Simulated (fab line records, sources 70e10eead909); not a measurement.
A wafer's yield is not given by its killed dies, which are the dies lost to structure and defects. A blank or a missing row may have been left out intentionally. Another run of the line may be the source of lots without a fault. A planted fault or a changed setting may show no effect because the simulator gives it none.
Chamber matching :: flow nandHarc :: NHARC_A_M0_STRIP_18 on rieDiel-10 has 4 sister chambers
The step strips in N2/H2. 8 wafers are shown with their chamber, then 11 later ones without.

WAFERS PAIRED WITH THEIR CHAMBERS
wafer: L443.3
chamber: 1
rfVppV (V): 89.8
throttleValvePct (%): 14.168

wafer: L443.5
chamber: 2
rfVppV (V): 91.3
throttleValvePct (%): 14.173

wafer: L445.1
chamber: 1
rfVppV (V): 90.1
throttleValvePct (%): 14.170

wafer: L445.4
chamber: 3
rfVppV (V): 90.1
throttleValvePct (%): 14.186

wafer: L446.1
chamber: 2
rfVppV (V): 91.3
throttleValvePct (%): 14.166

wafer: L446.2
chamber: 3
rfVppV (V): 89.1
throttleValvePct (%): 14.176

wafer: L446.4
chamber: 0
rfVppV (V): 91.5
throttleValvePct (%): 14.165

wafer: L450.1
chamber: 0
rfVppV (V): 91.5
throttleValvePct (%): 14.160

WAFERS WHOSE CHAMBER IS MISSING
wafer: L450.3
rfVppV (V): 89.1
throttleValvePct (%): 14.168

wafer: L450.6
rfVppV (V): 91.2
throttleValvePct (%): 14.179

wafer: L452.3
rfVppV (V): 89.2
throttleValvePct (%): 14.163

wafer: L452.4
rfVppV (V): 92.8
throttleValvePct (%): 14.181

wafer: L452.6
rfVppV (V): 89.7
throttleValvePct (%): 14.170

wafer: L451.2
rfVppV (V): 92.6
throttleValvePct (%): 14.180

wafer: L451.3
rfVppV (V): 90.4
throttleValvePct (%): 14.164

wafer: L451.4
rfVppV (V): 91.2
throttleValvePct (%): 14.177

wafer: L456.1
rfVppV (V): 89.8
throttleValvePct (%): 14.164

wafer: L456.3
rfVppV (V): 91.5
throttleValvePct (%): 14.174

wafer: L456.5
rfVppV (V): 91.5
throttleValvePct (%): 14.178

THE CHAMBER EACH PASSED THROUGH
wafer: L450.3
from the rows above: can't be placed: 1 or 3
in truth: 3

wafer: L450.6
from the rows above: can't be placed: 2 or 0 or 1
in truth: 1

wafer: L452.3
from the rows above: can't be placed: 1 or 3
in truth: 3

wafer: L452.4
from the rows above: can't be placed: 2 or 0
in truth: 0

wafer: L452.6
from the rows above: can't be placed: 1 or 3
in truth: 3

wafer: L451.2
from the rows above: can't be placed: 2 or 0
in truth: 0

wafer: L451.3
from the rows above: can't be placed: 1 or 2 or 0
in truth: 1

wafer: L451.4
from the rows above: can't be placed: 2 or 0
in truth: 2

wafer: L456.1
from the rows above: 1
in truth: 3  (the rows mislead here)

wafer: L456.3
from the rows above: can't be placed: 2 or 0
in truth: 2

wafer: L456.5
from the rows above: can't be placed: 2 or 0
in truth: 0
Placed correctly: 0 of 11. Cannot be placed on the basis of these rows: 10; the candidates contain the true chamber in 10. Placed wrongly: 1.
How it was worked out, from the rows above alone: a wafer's distance from a chamber is the root of the sum, over the readings, of the square of ((its reading less the chamber's mean) divided by the reading's scatter). If the next closest chamber is less than 2 further off than the closest, the wafer can't be placed; otherwise it belongs to the closest. A chamber's mean is the mean of its shown wafers. The scatter: take each reading less its chamber's mean, square it, sum over the shown wafers, divide by the number of wafers less the number of chambers, and take the root.
